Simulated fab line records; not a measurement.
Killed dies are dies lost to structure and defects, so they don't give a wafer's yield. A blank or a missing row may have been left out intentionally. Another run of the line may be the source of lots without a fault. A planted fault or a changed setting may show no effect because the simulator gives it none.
fab line records	flow n5-finfet
record lots=24	wafers=72	last-day=18
route steps=1938 shown BEOL_M0_SAQP@678 BEOL_M0@735 BEOL_M1@764
lots untouched by any fault: they come from a run of this same line in which no faults occurred
start-h: start of the lot's first displayed wafer, in hours after the record's first day	wait-h: hours from the lot's prior step to this one	" same as the row above	L1.1+2: a row that stands for several wafers	- no value, or no start given	* or withheld: withheld	< > ~ a bound
route shown NAME@n: a module of which the file shows steps, and the number in the route of the first	usual: mean/standard deviation taken from wafers without a fault	same: alike in all rows	chamber/n: place in a boat	sites: the reading at each site	_std_site: their standard deviation	_edge_site: outer sites' mean less inner sites'	radius-mm: for every site, how far away it sits from the centre of the wafer	mask NAME#n: copy n	behind: the last tool/chamber to shape the wafer	hold: cause of the lot's hold/its duration in hours/its outcome	device: transistor that didn't switch, given as n, p or np	end of line: the same wafers' tests at the end of the route	a step given without rows: its recipe and nothing more	killed: dies lost to structure and defects at the first sort, not the wafer's yield	map: per-die view of a wafer (x killed, . not killed, _ where there is no die)
set.NAME: the run value of the setting; set.NAME@STEP: its run value at that earlier step	model.NAME: the simulator's own value behind a step, which no gauge read
steps of the route over a sample of lots; a table a step, a row a wafer
services: when a tool's chamber went out of use (start-h, in hours from the record's first day, below 0 if earlier), for how many hours, and the reason
## steps
# step N5_BEOL_M0_SAQP_MANDREL2_REMOVE_110
# recipe chemistry=HBr/Cl2/O2	bt-time-s=10	target=a-Si	stop-on=SiCN	endpoint=OES-SiCl	over-etch-frac=1	icp-w=600	bias-w=30	HBr_flow_sccm=150	Cl2_flow_sccm=80	O2_flow_sccm=5	pressure-mtorr=10
# usual bias-w=30.02/0.099	drypump-motor-current-A=5.9/0.57	oes-product-au=1.004/0.017	throttle-valve-pct=36.5/0.34
lot.wafer	tool	chamber	start-h	wait-h	bias-w	drypump-motor-current-A	oes-product-au	rf-hours-counter-h	throttle-valve-pct
L074.2	rie-si-05	0	112.59	0.1	30.14	5.9	0.990	101	37.0
L074.3	"	3	"	"	29.89	6.6	0.999	67	37.1
L074.4	"	2	"	"	29.99	5.1	0.993	71	36.2
L075.1	rie-si-01	2	120.30	0.1	29.97	4.6	1.032	127	36.5
L075.4	"	0	"	"	30.04	6.0	1.008	-	36.6
L075.6	"	2	"	"	29.94	4.6	1.029	-	36.5
L076.2	rie-si-01	2	124.43	0.1	30.04	4.6	1.019	127	36.5
L076.3	"	0	"	"	30.16	5.9	0.990	40	36.6
L076.5	"	0	"	"	30.04	6.0	0.992	-	36.6
L077.2	rie-si-01	0	127.26	0.1	29.98	6.0	1.005	40	36.6
L077.4	"	0	"	"	30.05	6.0	1.001	-	36.6
L077.5	"	2	"	"	29.79	4.6	1.025	-	36.5
L078.2	rie-si-06	0	134.98	0.1	30.03	5.9	1.045	1	36.3
L078.5	"	3	"	"	30.22	6.0	1.017	-	37.0
L078.6	"	0	"	"	29.97	5.9	1.040	-	36.3
L079.2	rie-si-01	0	141.84	0.1	30.03	6.0	0.995	40	36.6
L079.4	"	2	"	"	29.94	4.6	1.030	-	36.5
L079.6	"	0	"	"	30.02	6.0	0.996	-	36.6
L080.4	rie-si-05	0	150.97	0.1	30.08	5.9	0.995	102	37.0
L080.5	"	0	"	"	30.06	5.9	1.000	-	37.0
L080.6	"	3	"	"	30.14	6.6	1.004	-	37.1
L081.3	rie-si-05	1	155.01	0.1	30.17	6.3	0.993	34	36.5
L081.5	"	3	"	"	30.19	6.6	0.997	-	37.1
L081.6	"	2	"	"	30.05	5.1	0.988	-	36.2
L082.1	rie-si-06	0	157.57	0.1	30.10	5.9	1.044	2	36.3
L082.2	"	1	"	"	30.05	6.7	1.004	0	36.0
L082.3	"	3	"	"	29.93	6.0	1.010	1	37.0
L083.1	rie-si-06	0	164.88	0.1	30.16	5.9	1.038	2	36.3
L083.3	"	2	"	"	30.17	5.9	0.994	18	36.4
L083.4	"	3	"	"	30.01	6.0	1.023	1	37.0
L084.3	rie-si-01	2	174.29	0.1	30.04	4.7	1.028	128	36.5
L084.4	"	1	"	"	30.11	6.2	1.001	0	36.8
L084.6	"	1	"	"	30.03	6.2	0.994	-	36.8
L085.2	rie-si-05	0	175.77	0.1	29.73	5.9	0.984	103	37.0
L085.4	"	3	"	"	29.93	6.6	0.999	68	37.1
L085.6	"	3	"	"	29.99	6.6	1.003	-	37.1
L086.1	rie-si-06	1	187.42	0.1	30.00	6.5	0.997	1	36.0
L086.2	"	2	"	"	29.93	5.9	0.982	18	36.5
L086.4	"	3	"	"	30.20	6.1	1.023	1	37.0
L087.1	rie-si-05	3	190.33	0.1	30.04	6.6	0.993	69	37.1
L087.3	"	1	"	"	30.08	6.3	1.003	34	36.5
L087.6	"	3	"	"	29.92	6.6	0.998	-	37.1
L088.2	rie-si-06	3	196.11	0.1	29.98	6.0	1.014	1	37.0
L088.3	"	1	"	"	30.01	6.5	0.988	1	36.0
L088.6	"	0	"	"	30.03	5.9	1.037	-	36.3
L089.1	rie-si-06	0	203.62	0.1	29.98	5.9	1.035	3	36.3
L089.2	"	1	"	"	30.03	6.5	1.007	1	36.0
L089.3	"	2	"	"	30.04	5.9	0.978	18	36.5
L090.1	rie-si-05	1	210.38	0.1	30.02	6.2	0.996	35	36.5
L090.2	"	0	"	"	29.95	5.9	0.986	103	37.0
L090.3	"	2	"	"	30.05	5.1	1.004	73	36.2
L091.1	rie-si-01	1	212.18	0.1	29.94	6.1	0.995	1	36.8
L091.2	"	2	"	"	30.09	4.6	1.018	129	36.5
L091.6	"	2	"	"	30.17	4.7	1.027	-	36.5
L092.4	rie-si-05	2	215.04	0.1	29.98	5.1	0.983	-	36.2
L092.5	"	0	"	"	30.03	5.9	0.987	-	37.0
L092.6	"	1	"	"	30.00	6.3	0.993	-	36.5
L093.1	rie-si-06	2	222.35	0.1	30.19	5.9	0.977	19	36.4
L093.5	"	3	"	"	29.94	6.1	1.016	-	37.0
L093.6	"	2	"	"	30.10	5.9	0.974	-	36.5
L094.3	rie-si-05	2	239.18	0.1	29.99	5.1	0.990	74	36.2
L094.4	"	3	"	"	30.08	6.6	0.993	69	37.1
L094.6	"	3	"	"	30.19	6.6	1.003	-	37.1
L095.2	rie-si-01	0	243.24	0.1	30.04	6.0	1.008	42	36.6
L095.3	"	1	"	"	30.16	6.2	0.997	2	36.8
L095.6	"	3	"	"	29.90	6.3	0.999	-	36.1
L096.1	rie-si-05	0	244.71	0.1	29.93	5.9	0.984	104	37.0
L096.4	"	1	"	"	30.05	6.2	1.001	35	36.5
L096.6	"	3	"	"	29.84	6.6	0.993	-	37.0
L097.1	rie-si-05	1	250.22	0.1	29.99	6.2	1.001	36	36.5
L097.2	"	2	"	"	29.94	5.1	0.999	74	36.2
L097.4	"	3	"	"	29.96	6.6	0.993	69	37.1
# step N5_BEOL_M0_SAQP_CUT_ETCH_46
# recipe chemistry=N2/H2	target=SOC	target-depth-a=1350	overetch-a=270	temp-c=40	time-s=202.5	ion-energy-ev=200	mask-material=SiARC	pressure-mtorr=30	source-w=840	bias-w=150	n2-flow-sccm=200	h2-flow-sccm=200
# usual bias-w=150.0/0.47	drypump-motor-current-A=5.6/0.3	rf-vpp-V=524.7/1.8	showerhead-plenum-p-Torr=2.58/0.056	throttle-valve-pct=17.87/0.23
lot.wafer	tool	chamber	start-h	wait-h	bias-w	drypump-motor-current-A	rf-hours-counter-h	rf-vpp-V	showerhead-plenum-p-Torr	throttle-valve-pct
L074.2	rie-diel-05	3	113.34	0.0	150.3	5.6	196	524.4	2.51	17.83
L074.3	"	2	"	"	150.1	5.6	32	526.3	2.61	17.92
L074.4	"	1	"	"	151.1	5.3	67	525.3	2.60	17.64
L075.1	rie-diel-01	1	121.04	0.0	149.9	5.9	209	525.9	2.64	18.33
L075.4	"	0	"	"	150.4	6.1	249	526.4	2.62	18.32
L075.6	"	3	"	"	150.2	5.8	-	526.1	2.64	17.54
L076.2	rie-diel-05	3	125.05	0.0	150.2	5.6	200	521.8	2.50	17.85
L076.3	"	1	"	"	149.8	5.3	71	524.5	2.59	17.66
L076.5	"	2	"	"	149.9	5.6	-	525.8	2.60	17.91
L077.2	rie-diel-06	2	128.10	0.0	149.9	5.6	175	523.3	2.54	17.90
L077.4	"	1	"	"	149.8	5.3	254	525.0	2.60	17.81
L077.5	"	1	"	"	150.3	5.3	-	524.7	2.60	17.80
L078.2	rie-diel-06	0	135.73	0.0	150.1	5.8	156	526.3	2.65	17.90
L078.5	"	2	"	"	148.8	5.6	-	523.5	2.54	17.90
L078.6	"	0	"	"	150.0	5.8	-	527.5	2.65	17.91
L079.2	rie-diel-05	1	142.47	0.0	149.5	5.3	76	526.5	2.59	17.67
L079.4	"	3	"	"	149.5	5.5	205	522.9	2.50	17.86
L079.6	"	0	"	"	150.1	6.1	-	526.1	2.65	17.76
L080.4	rie-diel-01	1	151.59	0.0	150.0	5.9	220	525.0	2.63	18.35
L080.5	"	1	"	"	150.1	5.9	-	525.5	2.63	18.35
L080.6	"	2	"	"	149.8	5.3	-	523.2	2.52	17.80
L081.3	rie-diel-01	3	155.65	0.0	150.0	5.8	188	527.6	2.63	17.57
L081.5	"	3	"	"	149.6	5.8	-	526.0	2.63	17.58
L081.6	"	2	"	"	149.5	5.3	-	521.3	2.51	17.80
L082.1	rie-diel-01	2	158.20	0.0	149.5	5.3	222	521.7	2.51	17.80
L082.2	"	0	"	"	150.0	6.1	4	524.9	2.62	17.91
L082.3	"	1	"	"	150.4	6.0	222	526.8	2.63	18.36
L083.1	rie-diel-01	2	165.52	0.0	150.3	5.3	226	523.6	2.51	17.81
L083.3	"	3	"	"	149.9	5.7	192	526.5	2.63	17.58
L083.4	"	1	"	"	149.1	6.0	225	525.4	2.63	18.35
L084.3	rie-diel-05	3	175.52	0.0	149.7	5.6	213	522.3	2.50	17.88
L084.4	"	2	"	"	149.7	5.6	49	525.8	2.60	17.93
L084.6	"	2	"	"	149.6	5.6	-	524.8	2.60	17.95
L085.2	rie-diel-01	2	176.67	0.0	149.4	5.3	229	523.8	2.51	17.81
L085.4	"	3	"	"	150.0	5.8	195	526.2	2.63	17.59
L085.6	"	1	"	"	150.1	5.9	-	523.7	2.63	18.37
L086.1	rie-diel-01	2	188.04	0.0	149.7	5.3	232	522.1	2.51	17.81
L086.2	"	0	"	"	149.6	6.1	15	525.0	2.61	17.93
L086.4	"	1	"	"	150.1	6.0	232	524.7	2.63	18.38
L087.1	rie-diel-06	0	191.19	0.0	150.0	5.9	178	525.8	2.64	17.94
L087.3	"	3	"	"	149.7	5.3	79	520.4	2.48	17.92
L087.6	"	3	"	"	149.7	5.3	-	522.3	2.48	17.96
L088.2	rie-diel-05	2	196.82	0.0	150.4	5.6	57	526.1	2.60	17.98
L088.3	"	3	"	"	149.3	5.5	221	523.8	2.50	17.88
L088.6	"	1	"	"	149.9	5.3	-	524.4	2.58	17.72
L089.1	rie-diel-06	1	204.54	0.0	149.7	5.3	5	525.1	2.59	17.32
L089.2	"	3	"	"	149.3	5.2	85	522.7	2.48	17.96
L089.3	"	2	"	"	150.6	5.6	197	524.2	2.53	17.94
L090.1	rie-diel-01	0	211.15	0.0	150.7	6.1	24	525.9	2.61	17.95
L090.2	"	1	"	"	150.0	6.0	241	524.4	2.62	18.37
L090.3	"	2	"	"	150.8	5.3	241	522.8	2.51	17.82
L091.1	rie-diel-01	1	212.81	0.0	150.2	5.9	242	525.9	2.62	18.39
L091.2	"	3	"	"	150.7	5.7	208	526.2	2.63	17.61
L091.6	"	3	"	"	151.0	5.7	-	524.8	2.63	17.59
L092.4	rie-diel-05	2	215.75	0.0	150.2	5.6	63	526.1	2.59	17.97
L092.5	"	1	"	"	150.6	5.3	-	522.3	2.58	17.73
L092.6	"	0	"	"	150.1	6.0	-	527.2	2.64	17.78
L093.1	rie-diel-01	3	223.10	0.0	150.3	5.8	212	526.7	2.62	17.61
L093.5	"	2	"	"	149.9	5.3	-	522.1	2.50	17.85
L093.6	"	1	"	"	150.0	6.0	-	524.5	2.62	18.39
L094.3	rie-diel-06	0	239.80	0.0	150.4	5.8	194	527.3	2.63	17.96
L094.4	"	3	"	"	149.5	5.3	97	522.0	2.48	17.97
L094.6	"	0	"	"	150.6	5.8	-	525.8	2.63	17.98
L095.2	rie-diel-06	1	244.19	0.0	149.6	5.3	16	524.6	2.59	17.30
L095.3	"	3	"	"	150.1	5.3	99	519.6	2.47	17.95
L095.6	"	1	"	"	149.8	5.3	-	523.8	2.59	17.32
L096.1	rie-diel-05	3	245.57	0.0	150.1	5.5	235	522.3	2.49	17.91
L096.4	"	0	"	"	150.3	6.0	185	525.7	2.64	17.80
L096.6	"	0	"	"	150.5	6.0	-	526.9	2.64	17.80
L097.1	rie-diel-01	3	250.97	0.0	149.8	5.7	222	526.3	2.62	17.63
L097.2	"	2	"	"	149.7	5.3	255	522.8	2.50	17.87
L097.4	"	0	"	"	150.4	6.1	-	524.8	2.60	17.96
# step N5_BEOL_M0_ANNEAL_117
# recipe temp-c=400	time-s=60	ambient=vacuum
# usual heater-power-w=816/110
lot.wafer	tool	chamber	start-h	wait-h	heater-power-w
L074.2	pvd-sputter-02	-	117.09	0.0	689
L074.3	"	-	"	"	916
L074.4	"	-	"	"	928
L075.1	pvd-sputter-01	-	127.93	0.0	758
L075.4	"	-	"	"	676
L075.6	"	-	"	"	791
L077.2	pvd-sputter-02	-	131.98	0.0	917
L077.4	"	-	"	"	901
L077.5	"	-	"	"	882
L076.2	pvd-sputter-01	-	133.82	0.0	779
L076.3	"	-	"	"	740
L076.5	"	-	"	"	675
L078.2	pvd-sputter-01	-	140.42	0.0	773
L078.5	"	-	"	"	666
L078.6	"	-	"	"	772
L079.2	pvd-sputter-02	-	149.25	0.0	919
L079.4	"	-	"	"	895
L079.6	"	-	"	"	905
L080.4	pvd-sputter-01	-	158.57	0.0	766
L080.5	"	-	"	"	807
L080.6	"	-	"	"	754
L081.3	pvd-sputter-03	-	161.47	0.0	869
L081.5	"	-	"	"	691
L081.6	"	-	"	"	857
L082.1	pvd-sputter-03	-	163.87	0.0	861
L082.2	"	-	"	"	881
L082.3	"	-	"	"	1057
L083.1	pvd-sputter-03	-	173.97	0.0	874
L083.3	"	-	"	"	875
L083.4	"	-	"	"	707
L084.3	pvd-sputter-01	-	180.52	0.1	736
L084.4	"	-	"	"	752
L084.6	"	-	"	"	772
L085.2	pvd-sputter-02	-	185.46	0.0	947
L085.4	"	-	"	"	886
L085.6	"	-	"	"	890
L086.1	pvd-sputter-01	-	192.62	0.0	677
L086.2	"	-	"	"	783
L086.4	"	-	"	"	748
L087.1	pvd-sputter-03	-	196.67	0.0	878
L087.3	"	-	"	"	1070
L087.6	"	-	"	"	1060
L088.2	pvd-sputter-01	-	202.22	0.0	761
L088.3	"	-	"	"	750
L088.6	"	-	"	"	733
L089.1	pvd-sputter-03	-	209.39	0.0	1029
L089.2	"	-	"	"	909
L089.3	"	-	"	"	894
L090.1	pvd-sputter-02	-	215.24	0.0	954
L090.2	"	-	"	"	706
L090.3	"	-	"	"	884
L092.4	pvd-sputter-02	-	220.82	0.0	912
L092.5	"	-	"	"	922
L092.6	"	-	"	"	934
L091.1	pvd-sputter-02	-	221.52	0.0	923
L091.2	"	-	"	"	908
L091.6	"	-	"	"	916
L093.1	pvd-sputter-01	-	227.49	0.0	750
L093.5	"	-	"	"	791
L093.6	"	-	"	"	660
L094.3	pvd-sputter-02	-	244.64	0.0	709
L094.4	"	-	"	"	869
L094.6	"	-	"	"	850
L095.2	pvd-sputter-02	-	251.39	0.0	884
L095.3	"	-	"	"	925
L095.6	"	-	"	"	857
L096.1	pvd-sputter-03	-	253.12	0.0	1042
L096.4	"	-	"	"	886
L096.6	"	-	"	"	705
L097.1	pvd-sputter-01	-	257.89	0.0	757
L097.2	"	-	"	"	725
L097.4	"	-	"	"	783
# step N5_BEOL_M0_ANNEAL_133
# recipe temp-c=400	time-s=60	ambient=vacuum
# usual heater-power-w=816/110
lot.wafer	tool	chamber	start-h	wait-h	heater-power-w
L074.2	pvd-sputter-02	-	117.21	0.0	708
L074.3	"	-	"	"	915
L074.4	"	-	"	"	948
L075.1	pvd-sputter-01	-	128.05	0.0	759
L075.4	"	-	"	"	661
L075.6	"	-	"	"	780
L077.2	pvd-sputter-02	-	132.10	0.0	927
L077.4	"	-	"	"	928
L077.5	"	-	"	"	881
L076.2	pvd-sputter-01	-	133.94	0.0	763
L076.3	"	-	"	"	731
L076.5	"	-	"	"	666
L078.2	pvd-sputter-01	-	140.54	0.0	784
L078.5	"	-	"	"	657
L078.6	"	-	"	"	780
L079.2	pvd-sputter-02	-	149.37	0.0	897
L079.4	"	-	"	"	871
L079.6	"	-	"	"	920
L080.4	pvd-sputter-01	-	158.69	0.0	767
L080.5	"	-	"	"	769
L080.6	"	-	"	"	728
L081.3	pvd-sputter-03	-	161.59	0.0	890
L081.5	"	-	"	"	723
L081.6	"	-	"	"	867
L082.1	pvd-sputter-03	-	163.99	0.0	877
L082.2	"	-	"	"	908
L082.3	"	-	"	"	1048
L083.1	pvd-sputter-03	-	174.09	0.0	896
L083.3	"	-	"	"	896
L083.4	"	-	"	"	717
L084.3	pvd-sputter-01	-	180.76	0.1	730
L084.4	"	-	"	"	765
L084.6	"	-	"	"	786
L085.2	pvd-sputter-02	-	185.58	0.0	889
L085.4	"	-	"	"	881
L085.6	"	-	"	"	910
L086.1	pvd-sputter-01	-	192.74	0.0	668
L086.2	"	-	"	"	783
L086.4	"	-	"	"	759
L087.1	pvd-sputter-03	-	196.79	0.0	871
L087.3	"	-	"	"	1008
L087.6	"	-	"	"	1049
L088.2	pvd-sputter-01	-	202.34	0.0	760
L088.3	"	-	"	"	749
L088.6	"	-	"	"	739
L089.1	pvd-sputter-03	-	209.51	0.0	1048
L089.2	"	-	"	"	885
L089.3	"	-	"	"	887
L090.1	pvd-sputter-02	-	215.36	0.0	911
L090.2	"	-	"	"	704
L090.3	"	-	"	"	883
L092.4	pvd-sputter-02	-	220.94	0.0	896
L092.5	"	-	"	"	891
L092.6	"	-	"	"	951
L091.1	pvd-sputter-02	-	221.64	0.0	892
L091.2	"	-	"	"	878
L091.6	"	-	"	"	905
L093.1	pvd-sputter-01	-	227.61	0.0	761
L093.5	"	-	"	"	783
L093.6	"	-	"	"	691
L094.3	pvd-sputter-02	-	244.76	0.0	708
L094.4	"	-	"	"	890
L094.6	"	-	"	"	888
L095.2	pvd-sputter-02	-	251.51	0.0	865
L095.3	"	-	"	"	937
L095.6	"	-	"	"	861
L096.1	pvd-sputter-03	-	253.24	0.0	1081
L096.4	"	-	"	"	901
L096.6	"	-	"	"	700
L097.1	pvd-sputter-01	-	258.01	0.0	780
L097.2	"	-	"	"	729
L097.4	"	-	"	"	780
# step N5_BEOL_M1_CD_MEAS_11
# recipe target-cd-nm=17.05	landing-energy-ev=500	detector=se-inlens	polarity=opening
# usual cd-nm=17.08/0.25
lot.wafer	tool	chamber	start-h	wait-h	cd-nm
L074.2	cd-sem-03	0	120.63	-	16.96
L074.3	"	0	"	"	17.15
L074.4	"	0	"	"	17.25
L075.1	cd-sem-01	0	131.15	-	16.58
L075.4	"	0	"	"	16.62
L075.6	"	0	"	"	16.91
L077.2	cd-sem-03	0	134.90	-	16.95
L077.4	"	0	"	"	16.75
L077.5	"	0	"	"	16.68
L076.2	cd-sem-03	0	137.73	-	17.21
L076.3	"	0	"	"	17.28
L076.5	"	0	"	"	17.50
L078.2	cd-sem-01	0	145.88	-	17.17
L078.5	"	0	"	"	16.96
L078.6	"	0	"	"	17.31
L079.2	cd-sem-01	0	153.31	-	16.88
L079.4	"	0	"	"	17.14
L079.6	"	0	"	"	17.83
L080.4	cd-sem-02	0	161.11	-	17.13
L080.5	"	0	"	"	17.08
L080.6	"	0	"	"	16.81
L081.3	cd-sem-02	0	166.03	-	17.22
L081.5	"	0	"	"	17.42
L081.6	"	0	"	"	17.17
L082.1	cd-sem-03	0	166.23	-	17.33
L082.2	"	0	"	"	17.16
L082.3	"	0	"	"	17.29
L083.1	cd-sem-03	0	177.96	-	16.98
L083.3	"	0	"	"	16.87
L083.4	"	0	"	"	17.06
L084.3	cd-sem-02	0	183.48	-	16.89
L084.4	"	0	"	"	17.49
L084.6	"	0	"	"	17.16
L085.2	cd-sem-01	0	191.67	-	17.41
L085.4	"	0	"	"	16.83
L085.6	"	0	"	"	16.91
L086.1	cd-sem-01	0	196.13	-	17.57
L086.2	"	0	"	"	17.10
L086.4	"	0	"	"	17.47
L087.1	cd-sem-03	0	199.29	-	17.07
L087.3	"	0	"	"	17.53
L087.6	"	0	"	"	17.08
L088.2	cd-sem-01	0	205.53	-	17.08
L088.3	"	0	"	"	17.03
L088.6	"	0	"	"	17.36
L089.1	cd-sem-03	0	212.19	-	17.10
L089.2	"	0	"	"	17.15
L089.3	"	0	"	"	16.47
L090.1	cd-sem-01	0	218.18	-	17.16
L090.2	"	0	"	"	17.08
L090.3	"	0	"	"	17.36
L092.4	cd-sem-03	0	223.38	-	17.11
L092.5	"	0	"	"	16.90
L092.6	"	0	"	"	16.98
L091.1	cd-sem-03	0	225.78	-	17.03
L091.2	"	0	"	"	17.09
L091.6	"	0	"	"	17.06
L093.1	cd-sem-03	0	230.30	-	17.10
L093.5	"	0	"	"	16.80
L093.6	"	0	"	"	17.04
L094.3	cd-sem-01	0	247.32	-	17.39
L094.4	"	0	"	"	17.12
L094.6	"	0	"	"	17.36
L095.2	cd-sem-03	0	255.92	-	17.41
L095.3	"	0	"	"	17.11
L095.6	"	0	"	"	16.91
L096.1	cd-sem-03	0	256.46	-	17.15
L096.4	"	0	"	"	16.99
L096.6	"	0	"	"	16.80
L097.1	cd-sem-02	0	263.15	-	17.47
L097.2	"	0	"	"	17.00
L097.4	"	0	"	"	17.22
# step N5_BEOL_M1_INSPECT_13
# recipe mode=adi	inspect-instrument=brightfield
# usual raw-defect-count=439/110
lot.wafer	tool	chamber	start-h	wait-h	raw-defect-count
L074.2	defect-inspect-01	-	120.72	0.0	282
L074.3	"	-	"	"	311
L074.4	"	-	"	"	441
L075.1	defect-inspect-02	-	131.24	0.1	466
L075.4	"	-	"	"	709
L075.6	"	-	"	"	502
L077.2	defect-inspect-01	-	134.99	0.0	307
L077.4	"	-	"	"	352
L077.5	"	-	"	"	345
L076.2	defect-inspect-01	-	137.82	0.0	310
L076.3	"	-	"	"	328
L076.5	"	-	"	"	423
L078.2	defect-inspect-01	-	145.97	0.0	541
L078.5	"	-	"	"	675
L078.6	"	-	"	"	437
L079.2	defect-inspect-01	-	153.39	0.0	304
L079.4	"	-	"	"	318
L079.6	"	-	"	"	246
L080.4	defect-inspect-02	-	161.19	0.0	396
L080.5	"	-	"	"	313
L080.6	"	-	"	"	315
L081.3	defect-inspect-02	-	166.12	0.0	641
L081.5	"	-	"	"	483
L081.6	"	-	"	"	438
L082.1	defect-inspect-02	-	166.32	0.1	350
L082.2	"	-	"	"	447
L082.3	"	-	"	"	351
L083.1	defect-inspect-01	-	178.05	0.1	392
L083.3	"	-	"	"	445
L083.4	"	-	"	"	333
L084.3	defect-inspect-02	-	183.57	0.0	336
L084.4	"	-	"	"	564
L084.6	"	-	"	"	494
L085.2	defect-inspect-01	-	191.76	0.0	510
L085.4	"	-	"	"	558
L085.6	"	-	"	"	443
L086.1	defect-inspect-01	-	196.22	0.1	335
L086.2	"	-	"	"	438
L086.4	"	-	"	"	495
L087.1	defect-inspect-01	-	199.38	0.1	459
L087.3	"	-	"	"	551
L087.6	"	-	"	"	386
L088.2	defect-inspect-01	-	205.61	0.0	320
L088.3	"	-	"	"	298
L088.6	"	-	"	"	304
L089.1	defect-inspect-02	-	212.28	0.1	500
L089.2	"	-	"	"	523
L089.3	"	-	"	"	427
L090.1	defect-inspect-01	-	218.27	0.1	465
L090.2	"	-	"	"	604
L090.3	"	-	"	"	694
L092.4	defect-inspect-01	-	223.47	0.0	384
L092.5	"	-	"	"	453
L092.6	"	-	"	"	482
L091.1	defect-inspect-01	-	225.87	0.1	336
L091.2	"	-	"	"	311
L091.6	"	-	"	"	505
L093.1	defect-inspect-02	-	230.39	0.1	592
L093.5	"	-	"	"	605
L093.6	"	-	"	"	434
L094.3	defect-inspect-02	-	247.40	0.0	332
L094.4	"	-	"	"	506
L094.6	"	-	"	"	461
L095.2	defect-inspect-02	-	256.00	0.0	461
L095.3	"	-	"	"	504
L095.6	"	-	"	"	643
L096.1	defect-inspect-02	-	256.55	0.1	529
L096.4	"	-	"	"	671
L096.6	"	-	"	"	521
L097.1	defect-inspect-02	-	263.23	0.1	500
L097.2	"	-	"	"	572
L097.4	"	-	"	"	541
## services
tool	chamber	start-h	hours	kind
pvd-sputter-02	-	92.63	0.5	repair
pvd-sputter-01	-	98.12	1.5	repair
rie-si-01	0	101.50	3.9	repair
rie-si-06	3	110.02	-	clean
rie-si-01	1	116.94	15.1	repair
rie-diel-01	0	126.57	-	clean
rie-diel-01	0	126.57	-	consumable-replace:focus-ring
rie-diel-01	0	126.57	18.5	scheduled-down
rie-diel-01	0	126.57	18.5	vent-cycle
rie-diel-06	1	130.63	9.8	repair
rie-si-05	1	140.48	0.9	repair
rie-diel-06	2	149.71	12.8	repair
rie-diel-01	3	157.99	1.5	repair
rie-diel-06	1	177.25	22.2	repair
rie-diel-06	2	194.15	4.6	repair
rie-si-05	3	205.71	11.0	repair
rie-diel-01	1	239.29	-	clean
rie-diel-01	1	239.29	-	consumable-replace:focus-ring
rie-diel-01	1	239.29	17.8	scheduled-down
rie-diel-01	1	239.29	17.8	vent-cycle
rie-diel-01	2	257.19	-	clean
rie-diel-01	2	257.19	-	consumable-replace:focus-ring
rie-diel-01	2	257.19	19.0	scheduled-down
rie-diel-01	2	257.19	19.0	vent-cycle
## key
fault none
